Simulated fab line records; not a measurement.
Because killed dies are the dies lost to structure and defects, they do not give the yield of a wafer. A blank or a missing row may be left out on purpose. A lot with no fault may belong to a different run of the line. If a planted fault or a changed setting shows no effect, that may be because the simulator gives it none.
fab line records / flow nand-harc
record lots=6 wafers=18 last-day=33
route steps=1302 shown A_ONON_D1@426 END@1302
lots that met no fault: from a run of the same line without faults
start-h: hours from the record's opening day to when the first of the lot's shown wafers began / wait-h: hours since the lot's step before / " as in the row above / L1.1+2: a single row standing in for several wafers / - no value present, or no start provided / * or withheld: withheld / < > ~ a bound
route shown NAME@n: NAME is a module with steps in the file, n the number in the route of the first one / usual: mean/standard deviation of fault-free wafers / same: alike in all rows / chamber/n: place in a boat / sites: readings site by site / _std_site: the values' standard deviation / _edge_site: inner sites' mean taken away from outer sites' mean / radius-mm: for every site, how far away it sits from the centre of the wafer / mask NAME#n: copy n / behind: the tool/chamber that last shaped the wafer / hold: why the lot was held/for how many hours/how that ended / device: names the non-switching transistor (n, p or np) / end of line: tests run on the same wafers once the route is complete / a step without rows: its recipe alone / killed: dies that structure and defects cost at the first sort, which is not the same as the wafer's yield / map: the dies of a wafer, with x for killed, . for not killed, _ for no die there
set.NAME: the setting the step ran with; set.NAME@STEP: the setting that earlier step ran with / model.NAME: the simulator's own value behind a step, which no gauge read
lots at selected steps of the route; one table per step, one row per wafer
services: the hour from which a tool's chamber was out of use, counted from the record's first day as start-h (under 0 if before that day), plus the number of hours and why
## steps
# step NHARC_A_ONON_D1_DEP_03
# recipe target-thk-a=10000 n2-flow-sccm=2750 n2o-flow-sccm=2000 nh3-flow-sccm=500 sih4-flow-sccm=210 temp-c=400
# step NHARC_A_ONON_D1_THK_MEAS_05
# recipe thk-meas-gauge=ellipsometry
# usual thk-nm=1002/8.7
lot.wafer=L451.1 tool=film-metro-01 chamber=- start-h=203.60 wait-h=- thk-nm=982
lot.wafer=L451.2 tool=film-metro-01 chamber=- start-h=203.60 wait-h=- thk-nm=980
lot.wafer=L451.5 tool=film-metro-01 chamber=- start-h=203.60 wait-h=- thk-nm=984
lot.wafer=L455.3 tool=film-metro-02 chamber=- start-h=252.55 wait-h=- thk-nm=1010
lot.wafer=L455.4 tool=film-metro-02 chamber=- start-h=252.55 wait-h=- thk-nm=1009
lot.wafer=L455.5 tool=film-metro-02 chamber=- start-h=252.55 wait-h=- thk-nm=1010
lot.wafer=L464.3 tool=film-metro-01 chamber=- start-h=331.04 wait-h=- thk-nm=1001
lot.wafer=L464.4 tool=film-metro-01 chamber=- start-h=331.04 wait-h=- thk-nm=1002
lot.wafer=L464.6 tool=film-metro-01 chamber=- start-h=331.04 wait-h=- thk-nm=1003
lot.wafer=L465.2 tool=film-metro-02 chamber=- start-h=347.80 wait-h=- thk-nm=998
lot.wafer=L465.4 tool=film-metro-02 chamber=- start-h=347.80 wait-h=- thk-nm=999
lot.wafer=L465.5 tool=film-metro-02 chamber=- start-h=347.80 wait-h=- thk-nm=998
lot.wafer=L466.2 tool=film-metro-02 chamber=- start-h=356.13 wait-h=- thk-nm=1022
lot.wafer=L466.4 tool=film-metro-02 chamber=- start-h=356.13 wait-h=- thk-nm=1019
lot.wafer=L466.5 tool=film-metro-02 chamber=- start-h=356.13 wait-h=- thk-nm=1021
lot.wafer=L469.1 tool=film-metro-01 chamber=- start-h=386.52 wait-h=- thk-nm=993
lot.wafer=L469.3 tool=film-metro-01 chamber=- start-h=386.52 wait-h=- thk-nm=995
lot.wafer=L469.5 tool=film-metro-01 chamber=- start-h=386.52 wait-h=- thk-nm=994
# step NHARC_A_ONON_D1_DEP_06
# recipe target-thk-a=10000 n2-flow-sccm=2750 n2o-flow-sccm=2000 nh3-flow-sccm=500 sih4-flow-sccm=210 temp-c=400
# step NHARC_A_ONON_D1_THK_MEAS_08
# recipe thk-meas-gauge=ellipsometry
# usual thk-nm=1004/11
lot.wafer=L451.1 tool=film-metro-02 chamber=- start-h=204.16 wait-h=- thk-nm=1010
lot.wafer=L451.2 tool=film-metro-02 chamber=- start-h=204.16 wait-h=- thk-nm=1007
lot.wafer=L451.5 tool=film-metro-02 chamber=- start-h=204.16 wait-h=- thk-nm=1010
lot.wafer=L455.3 tool=film-metro-02 chamber=- start-h=253.13 wait-h=- thk-nm=1008
lot.wafer=L455.4 tool=film-metro-02 chamber=- start-h=253.13 wait-h=- thk-nm=1008
lot.wafer=L455.5 tool=film-metro-02 chamber=- start-h=253.13 wait-h=- thk-nm=1008
lot.wafer=L464.3 tool=film-metro-01 chamber=- start-h=331.61 wait-h=- thk-nm=1003
lot.wafer=L464.4 tool=film-metro-01 chamber=- start-h=331.61 wait-h=- thk-nm=1004
lot.wafer=L464.6 tool=film-metro-01 chamber=- start-h=331.61 wait-h=- thk-nm=1006
lot.wafer=L465.2 tool=film-metro-01 chamber=- start-h=348.37 wait-h=- thk-nm=1015
lot.wafer=L465.4 tool=film-metro-01 chamber=- start-h=348.37 wait-h=- thk-nm=1013
lot.wafer=L465.5 tool=film-metro-01 chamber=- start-h=348.37 wait-h=- thk-nm=1013
lot.wafer=L466.2 tool=film-metro-02 chamber=- start-h=356.69 wait-h=- thk-nm=1001
lot.wafer=L466.4 tool=film-metro-02 chamber=- start-h=356.69 wait-h=- thk-nm=999
lot.wafer=L466.5 tool=film-metro-02 chamber=- start-h=356.69 wait-h=- thk-nm=1001
lot.wafer=L469.1 tool=film-metro-01 chamber=- start-h=387.08 wait-h=- thk-nm=1014
lot.wafer=L469.3 tool=film-metro-01 chamber=- start-h=387.08 wait-h=- thk-nm=1014
lot.wafer=L469.5 tool=film-metro-01 chamber=- start-h=387.08 wait-h=- thk-nm=1015
# step NHARC_A_ONON_D1_DEP_09
# recipe target-thk-a=10000 n2-flow-sccm=2750 n2o-flow-sccm=2000 nh3-flow-sccm=500 sih4-flow-sccm=210 temp-c=400
# step NHARC_A_ONON_D1_THK_MEAS_11
# recipe thk-meas-gauge=ellipsometry
# usual thk-nm=999/14
lot.wafer=L451.1 tool=film-metro-02 chamber=- start-h=204.73 wait-h=- thk-nm=982
lot.wafer=L451.2 tool=film-metro-02 chamber=- start-h=204.73 wait-h=- thk-nm=983
lot.wafer=L451.5 tool=film-metro-02 chamber=- start-h=204.73 wait-h=- thk-nm=983
lot.wafer=L455.3 tool=film-metro-01 chamber=- start-h=253.69 wait-h=- thk-nm=1008
lot.wafer=L455.4 tool=film-metro-01 chamber=- start-h=253.69 wait-h=- thk-nm=1009
lot.wafer=L455.5 tool=film-metro-01 chamber=- start-h=253.69 wait-h=- thk-nm=1009
lot.wafer=L464.3 tool=film-metro-02 chamber=- start-h=332.17 wait-h=- thk-nm=1005
lot.wafer=L464.4 tool=film-metro-02 chamber=- start-h=332.17 wait-h=- thk-nm=1006
lot.wafer=L464.6 tool=film-metro-02 chamber=- start-h=332.17 wait-h=- thk-nm=1006
lot.wafer=L465.2 tool=film-metro-02 chamber=- start-h=348.93 wait-h=- thk-nm=991
lot.wafer=L465.4 tool=film-metro-02 chamber=- start-h=348.93 wait-h=- thk-nm=991
lot.wafer=L465.5 tool=film-metro-02 chamber=- start-h=348.93 wait-h=- thk-nm=993
lot.wafer=L466.2 tool=film-metro-01 chamber=- start-h=357.26 wait-h=- thk-nm=980
lot.wafer=L466.4 tool=film-metro-01 chamber=- start-h=357.26 wait-h=- thk-nm=980
lot.wafer=L466.5 tool=film-metro-01 chamber=- start-h=357.26 wait-h=- thk-nm=978
lot.wafer=L469.1 tool=film-metro-01 chamber=- start-h=387.65 wait-h=- thk-nm=1001
lot.wafer=L469.3 tool=film-metro-01 chamber=- start-h=387.65 wait-h=- thk-nm=1000
lot.wafer=L469.5 tool=film-metro-01 chamber=- start-h=387.65 wait-h=- thk-nm=1001
# step NHARC_A_ONON_D1_DEP_12
# recipe target-thk-a=10000 n2-flow-sccm=2750 n2o-flow-sccm=2000 nh3-flow-sccm=500 sih4-flow-sccm=210 temp-c=400
# step NHARC_A_ONON_D1_THK_MEAS_14
# recipe thk-meas-gauge=ellipsometry
# usual thk-nm=999/11
lot.wafer=L451.1 tool=film-metro-02 chamber=- start-h=205.30 wait-h=- thk-nm=994
lot.wafer=L451.2 tool=film-metro-02 chamber=- start-h=205.30 wait-h=- thk-nm=994
lot.wafer=L451.5 tool=film-metro-02 chamber=- start-h=205.30 wait-h=- thk-nm=996
lot.wafer=L455.3 tool=film-metro-01 chamber=- start-h=254.25 wait-h=- thk-nm=1005
lot.wafer=L455.4 tool=film-metro-01 chamber=- start-h=254.25 wait-h=- thk-nm=1006
lot.wafer=L455.5 tool=film-metro-01 chamber=- start-h=254.25 wait-h=- thk-nm=1005
lot.wafer=L464.3 tool=film-metro-01 chamber=- start-h=332.74 wait-h=- thk-nm=1001
lot.wafer=L464.4 tool=film-metro-01 chamber=- start-h=332.74 wait-h=- thk-nm=1001
lot.wafer=L464.6 tool=film-metro-01 chamber=- start-h=332.74 wait-h=- thk-nm=1002
lot.wafer=L465.2 tool=film-metro-01 chamber=- start-h=349.50 wait-h=- thk-nm=1012
lot.wafer=L465.4 tool=film-metro-01 chamber=- start-h=349.50 wait-h=- thk-nm=1010
lot.wafer=L465.5 tool=film-metro-01 chamber=- start-h=349.50 wait-h=- thk-nm=1011
lot.wafer=L466.2 tool=film-metro-02 chamber=- start-h=357.82 wait-h=- thk-nm=990
lot.wafer=L466.4 tool=film-metro-02 chamber=- start-h=357.82 wait-h=- thk-nm=994
lot.wafer=L466.5 tool=film-metro-02 chamber=- start-h=357.82 wait-h=- thk-nm=993
lot.wafer=L469.1 tool=film-metro-02 chamber=- start-h=388.22 wait-h=- thk-nm=992
lot.wafer=L469.3 tool=film-metro-02 chamber=- start-h=388.22 wait-h=- thk-nm=993
lot.wafer=L469.5 tool=film-metro-02 chamber=- start-h=388.22 wait-h=- thk-nm=991
# step NHARC_A_ONON_D1_ANNEAL_15
# recipe temp-c=750 time-s=3600
# step NHARC_A_ONON_D1_DEP_16
# recipe target-thk-a=10000 n2-flow-sccm=2750 n2o-flow-sccm=2000 nh3-flow-sccm=500 sih4-flow-sccm=210 temp-c=400
# step NHARC_A_ONON_D1_THK_MEAS_18
# recipe thk-meas-gauge=ellipsometry
# usual thk-nm=1000/9.5
lot.wafer=L451.1 tool=film-metro-02 chamber=- start-h=213.06 wait-h=- thk-nm=996
lot.wafer=L451.2 tool=film-metro-02 chamber=- start-h=213.06 wait-h=- thk-nm=996
lot.wafer=L451.5 tool=film-metro-02 chamber=- start-h=213.06 wait-h=- thk-nm=995
lot.wafer=L455.3 tool=film-metro-01 chamber=- start-h=262.65 wait-h=- thk-nm=993
lot.wafer=L455.4 tool=film-metro-01 chamber=- start-h=262.65 wait-h=- thk-nm=994
lot.wafer=L455.5 tool=film-metro-01 chamber=- start-h=262.65 wait-h=- thk-nm=994
lot.wafer=L464.3 tool=film-metro-01 chamber=- start-h=340.55 wait-h=- thk-nm=1001
lot.wafer=L464.4 tool=film-metro-01 chamber=- start-h=340.55 wait-h=- thk-nm=1002
lot.wafer=L464.6 tool=film-metro-01 chamber=- start-h=340.55 wait-h=- thk-nm=1002
lot.wafer=L465.2 tool=film-metro-01 chamber=- start-h=360.01 wait-h=- thk-nm=1019
lot.wafer=L465.4 tool=film-metro-01 chamber=- start-h=360.01 wait-h=- thk-nm=1018
lot.wafer=L465.5 tool=film-metro-01 chamber=- start-h=360.01 wait-h=- thk-nm=1019
lot.wafer=L466.2 tool=film-metro-01 chamber=- start-h=365.59 wait-h=- thk-nm=995
lot.wafer=L466.4 tool=film-metro-01 chamber=- start-h=365.59 wait-h=- thk-nm=995
lot.wafer=L466.5 tool=film-metro-01 chamber=- start-h=365.59 wait-h=- thk-nm=994
lot.wafer=L469.1 tool=film-metro-01 chamber=- start-h=398.50 wait-h=- thk-nm=997
lot.wafer=L469.3 tool=film-metro-01 chamber=- start-h=398.50 wait-h=- thk-nm=997
lot.wafer=L469.5 tool=film-metro-01 chamber=- start-h=398.50 wait-h=- thk-nm=995
# step NHARC_A_ONON_D1_DEP_19
# recipe target-thk-a=10000 n2-flow-sccm=2750 n2o-flow-sccm=2000 nh3-flow-sccm=500 sih4-flow-sccm=210 temp-c=400
# usual nh3-flow-sccm=500.0/1.5
lot.wafer=L451.1 tool=pecvd-onon-02 chamber=0 start-h=213.12 wait-h=0.1 nh3-flow-sccm=498.2
lot.wafer=L451.2 tool=pecvd-onon-02 chamber=0 start-h=213.12 wait-h=0.1 nh3-flow-sccm=498.5
lot.wafer=L451.5 tool=pecvd-onon-02 chamber=0 start-h=213.12 wait-h=0.1 nh3-flow-sccm=498.5
lot.wafer=L455.3 tool=pecvd-onon-01 chamber=0 start-h=262.82 wait-h=0.2 nh3-flow-sccm=500.1
lot.wafer=L455.4 tool=pecvd-onon-01 chamber=0 start-h=262.82 wait-h=0.2 nh3-flow-sccm=498.1
lot.wafer=L455.5 tool=pecvd-onon-01 chamber=0 start-h=262.82 wait-h=0.2 nh3-flow-sccm=497.5
lot.wafer=L464.3 tool=pecvd-onon-02 chamber=0 start-h=340.72 wait-h=0.2 nh3-flow-sccm=497.8
lot.wafer=L464.4 tool=pecvd-onon-02 chamber=0 start-h=340.72 wait-h=0.2 nh3-flow-sccm=498.8
lot.wafer=L464.6 tool=pecvd-onon-02 chamber=0 start-h=340.72 wait-h=0.2 nh3-flow-sccm=497.8
lot.wafer=L465.2 tool=pecvd-onon-02 chamber=0 start-h=360.12 wait-h=0.1 nh3-flow-sccm=500.0
lot.wafer=L465.4 tool=pecvd-onon-02 chamber=0 start-h=360.12 wait-h=0.1 nh3-flow-sccm=501.3
lot.wafer=L465.5 tool=pecvd-onon-02 chamber=0 start-h=360.12 wait-h=0.1 nh3-flow-sccm=500.5
lot.wafer=L466.2 tool=pecvd-onon-03 chamber=0 start-h=365.71 wait-h=0.1 nh3-flow-sccm=500.4
lot.wafer=L466.4 tool=pecvd-onon-03 chamber=0 start-h=365.71 wait-h=0.1 nh3-flow-sccm=498.7
lot.wafer=L466.5 tool=pecvd-onon-03 chamber=0 start-h=365.71 wait-h=0.1 nh3-flow-sccm=499.8
lot.wafer=L469.1 tool=pecvd-onon-03 chamber=0 start-h=398.56 wait-h=0.1 nh3-flow-sccm=498.4
lot.wafer=L469.3 tool=pecvd-onon-03 chamber=0 start-h=398.56 wait-h=0.1 nh3-flow-sccm=501.9
lot.wafer=L469.5 tool=pecvd-onon-03 chamber=0 start-h=398.56 wait-h=0.1 nh3-flow-sccm=501.4
# step NHARC_A_ONON_D1_THK_MEAS_21
# recipe thk-meas-gauge=ellipsometry
# usual thk-nm=1001/11
lot.wafer=L451.1 tool=film-metro-02 chamber=- start-h=213.64 wait-h=- thk-nm=1031
lot.wafer=L451.2 tool=film-metro-02 chamber=- start-h=213.64 wait-h=- thk-nm=1030
lot.wafer=L451.5 tool=film-metro-02 chamber=- start-h=213.64 wait-h=- thk-nm=1030
lot.wafer=L455.3 tool=film-metro-01 chamber=- start-h=263.21 wait-h=- thk-nm=985
lot.wafer=L455.4 tool=film-metro-01 chamber=- start-h=263.21 wait-h=- thk-nm=986
lot.wafer=L455.5 tool=film-metro-01 chamber=- start-h=263.21 wait-h=- thk-nm=985
lot.wafer=L464.3 tool=film-metro-02 chamber=- start-h=341.12 wait-h=- thk-nm=1151
lot.wafer=L464.4 tool=film-metro-02 chamber=- start-h=341.12 wait-h=- thk-nm=1151
lot.wafer=L464.6 tool=film-metro-02 chamber=- start-h=341.12 wait-h=- thk-nm=1151
lot.wafer=L465.2 tool=film-metro-01 chamber=- start-h=360.57 wait-h=- thk-nm=1153
lot.wafer=L465.4 tool=film-metro-01 chamber=- start-h=360.57 wait-h=- thk-nm=1152
lot.wafer=L465.5 tool=film-metro-01 chamber=- start-h=360.57 wait-h=- thk-nm=1154
lot.wafer=L466.2 tool=film-metro-01 chamber=- start-h=366.16 wait-h=- thk-nm=997
lot.wafer=L466.4 tool=film-metro-01 chamber=- start-h=366.16 wait-h=- thk-nm=996
lot.wafer=L466.5 tool=film-metro-01 chamber=- start-h=366.16 wait-h=- thk-nm=996
lot.wafer=L469.1 tool=film-metro-02 chamber=- start-h=399.07 wait-h=- thk-nm=998
lot.wafer=L469.3 tool=film-metro-02 chamber=- start-h=399.07 wait-h=- thk-nm=998
lot.wafer=L469.5 tool=film-metro-02 chamber=- start-h=399.07 wait-h=- thk-nm=999
# step NHARC_A_ONON_D1_DEP_22
# recipe target-thk-a=10000 n2-flow-sccm=2750 n2o-flow-sccm=2000 nh3-flow-sccm=500 sih4-flow-sccm=210 temp-c=400
# step NHARC_END_SORT_01
# recipe temp-c=25
# usual killed-at-array=57/21 killed-at-other=0.9/1.2 killed-at-periphery=4.2/2.9 killed-dies=62/21 killed-open=3.2/1.8 killed-short=2.4/1.5
# same gross-dies=677
lot.wafer=L455.3 tool=prober-02 chamber=0 start-h=648.93 wait-h=3.1 killed-at-array=41 killed-at-other=0 killed-at-periphery=6 killed-dies=47 killed-open=2 killed-short=3
lot.wafer=L455.4 tool=prober-02 chamber=0 start-h=649.72 wait-h=3.3 killed-at-array=33 killed-at-other=1 killed-at-periphery=4 killed-dies=38 killed-open=2 killed-short=2
lot.wafer=L455.5 tool=prober-02 chamber=0 start-h=650.51 wait-h=3.6 killed-at-array=37 killed-at-other=0 killed-at-periphery=9 killed-dies=46 killed-open=3 killed-short=2
lot.wafer=L469.1 tool=prober-02 chamber=0 start-h=789.43 wait-h=2.5 killed-at-array=22 killed-at-other=0 killed-at-periphery=5 killed-dies=27 killed-open=4 killed-short=1
lot.wafer=L469.3 tool=prober-02 chamber=0 start-h=791.00 wait-h=3.1 killed-at-array=28 killed-at-other=1 killed-at-periphery=4 killed-dies=33 killed-open=2 killed-short=2
lot.wafer=L469.5 tool=prober-02 chamber=0 start-h=792.57 wait-h=3.7 killed-at-array=30 killed-at-other=1 killed-at-periphery=3 killed-dies=34 killed-open=7 killed-short=2
# killed by level:class
L455.3 A_CHANNEL_HOLE_D2:chamber-film-flake=18 A_CHANNEL_HOLE_D1:chamber-film-flake=4 A_CONTACT:chamber-film-flake=4 P_CONTACT:chamber-film-flake=3 A_WL_FILL:chamber-film-flake=3 A_ONON_D2:geometric-particle:short=2 A_STAIRCASE:chamber-film-flake=2 A_SLIT:chamber-film-flake=2
L455.4 A_CHANNEL_HOLE_D2:chamber-film-flake=8 A_CONTACT:chamber-film-flake=7 A_CHANNEL_HOLE_D1:chamber-film-flake=4 A_SLIT:chamber-film-flake=4 P_CONTACT:chamber-film-flake=3 A_STAIRCASE:chamber-film-flake=3 A_CHANNEL_FILL_D1:chamber-film-flake=2 A_CHANNEL_FILL_D1:geometric-particle:short=1
L455.5 A_CHANNEL_HOLE_D2:chamber-film-flake=18 A_WL_FILL:chamber-film-flake=5 P_CONTACT:chamber-film-flake=4 A_STAIRCASE:chamber-film-flake=4 A_CHANNEL_HOLE_D1:chamber-film-flake=3 A_SLIT:chamber-film-flake=3 P_M0:geometric-particle:short=2 P_ZERO_WELL:chamber-film-flake=2
L469.1 A_SLIT:chamber-film-flake=9 A_CONTACT:chamber-film-flake=7 P_M2:chamber-film-flake=2 P_GATE:geometric-particle:open=1 P_CONTACT:geometric-particle:open=1 A_CHANNEL_FILL_D2:geometric-particle:short=1 A_WL_FILL:geometric-particle:open=1 A_M0:geometric-particle:open=1
L469.3 A_SLIT:chamber-film-flake=8 A_CONTACT:chamber-film-flake=8 P_STI:chamber-film-flake=3 A_DECK1_JOINT:chamber-film-flake=3 A_CHANNEL_HOLE_D1:chamber-film-flake=2 A_STAIRCASE:chamber-film-flake=2 P_M0:geometric-particle:open=1 A_DECK1_JOINT:geometric-particle:short=1
L469.5 A_SLIT:chamber-film-flake=7 A_CONTACT:chamber-film-flake=6 A_CHANNEL_HOLE_D1:chamber-film-flake=3 A_CHANNEL_HOLE_D2:geometric-particle:open=2 P_STI:chamber-film-flake=2 A_STAIRCASE:chamber-film-flake=2 A_SOURCE_PLATE:geometric-particle:short=1 A_SOURCE_PLATE:geometric-particle:open=1
## services
tool=pecvd-onon-03 chamber=- start-h=227.39 hours=13.0 kind=pm
tool=pecvd-onon-01 chamber=- start-h=269.64 hours=13.0 kind=pm
tool=pecvd-onon-02 chamber=- start-h=366.57 hours=13.0 kind=pm
## key
first-sign step=NHARC_A_ONON_D1_THK_MEAS_21 reading=thk-nm direction=up sigmas=13 usual=1001 struck=1152
effect none on later readings
met-at NHARC_A_ONON_D1_DEP_19
struck-wafers L464.3,L464.4,L464.6,L465.2,L465.4,L465.5
tester-left-out L464,L465
onset-between 213.12 340.72
fault kind=process-parameter-drift tool=pecvd-onon-02 chamber=- onset-h=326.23 steps=NHARC_A_ONON_D1_DEP_19 channel=target-thk-a offset=* shape=step end-h=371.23 acts-in=* stated=*
# tester-left-out: of these lots the tester's yield and bins aren't shown, on N5 and GAA mostly nor the transistor test; their killed dies are dies lost to structure and defects alone, not to doping, threshold or leakage, so they don't give the yield
